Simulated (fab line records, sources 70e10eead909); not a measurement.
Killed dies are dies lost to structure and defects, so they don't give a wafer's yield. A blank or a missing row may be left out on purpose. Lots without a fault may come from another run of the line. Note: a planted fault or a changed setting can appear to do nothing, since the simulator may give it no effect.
Which tool was responsible? ; flow nandHarc ; 33 wafers from 11 lots sampled at 2 of the route's 1302 steps

## WHAT THE GAUGES READ, wafer by wafer
NHARC_P_M0_CD_MEAS_09 targets a cd of 90 nm.
lot;measured;on;cdNm (nm)
L804;day 6 12:29;cdSem-01;90.2 89.6 89.2
L805;day 6 16:30;cdSem-03;89.2 89.3 89.4
L806;day 7 06:46;cdSem-01;88.1 91.1 89.2
L807;day 7 16:05;cdSem-01;90.0 91.0 90.4
L811;day 9 08:19;cdSem-03;- - -
L816;day 12 02:11;cdSem-02;89.3 89.2 89.3
L818;day 12 03:31;cdSem-02;90.7 90.7 90.4
L820;day 13 02:10;cdSem-03;91.0 91.7 90.3
L821;day 13 18:02;cdSem-03;90.3 90.6 90.3
L823;day 14 09:09;cdSem-02;90.6 89.9 89.6
L826;day 15 16:14;cdSem-01;89.6 89.2 88.7

## WHAT TOOL EACH LOT RAN ON (gives the tool, then ch and the chambers of the sampled wafers, and finally the start)
lot;NHARC_P_M0_EXPOSE_06
L804;arfiScanner-03 ch 0, day 6 12:20
L805;arfiScanner-03 ch 0, day 6 16:22
L806;arfiScanner-02 ch 0, day 7 06:37
L807;arfiScanner-01 ch 0, day 7 15:56
L811;arfiScanner-02 ch 0, day 9 08:10
L816;arfiScanner-03 ch 0, day 12 02:03
L818;arfiScanner-01 ch 0, day 12 03:23
L820;arfiScanner-03 ch 0, day 13 02:01
L821;arfiScanner-01 ch 0, day 13 17:54
L823;arfiScanner-01 ch 0, day 14 09:01
L826;arfiScanner-01 ch 0, day 15 16:06
- NHARC_P_M0_EXPOSE_06: exposes mask P M0, target cd 90 nm.

## THE ANSWER, worked out from the rows above alone
Rule: what is usual is taken from the lots themselves. Put in order of their means at a reading, lots are off if they are a third of the lots or fewer, leave a main group of 4 or more, and stand apart from it by a gap of 3 or more times the standard deviation of the main group's means; of several such gaps the widest counts. If all means in a main group match to the digits the tables above print for the reading, that group is not used. Also off: a lot with no number at a reading for which 4 or more lots have one. All remaining lots with rows at the step are treated as sound.
Off at NHARC_P_M0_CD_MEAS_09 (cdNm): L811. Without a number there: L811. The main group has a mean of 89.9 nm with a standard deviation of 0.62.
If a tool, at a process step before that reading, ran all the lots that are off and no sound lot after the first of them, it fits. Gauges at NHARC_P_M0_CD_MEAS_09: tried the same way as those tools. One candidate fits, namely arfiScanner-02 at NHARC_P_M0_EXPOSE_06. A fault onset in the window from L806 (day 7 06:37, its last sound lot) to L811 (day 9 08:10, its first lot off) fits.

## WHAT WAS PUT IN BY THE SIMULATOR
Process parameter drift: arfiScanner-02, from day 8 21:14 on, at NHARC_P_M0_EXPOSE_06. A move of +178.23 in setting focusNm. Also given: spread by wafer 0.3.
Lots struck among those shown: L811. The rule above found the same.
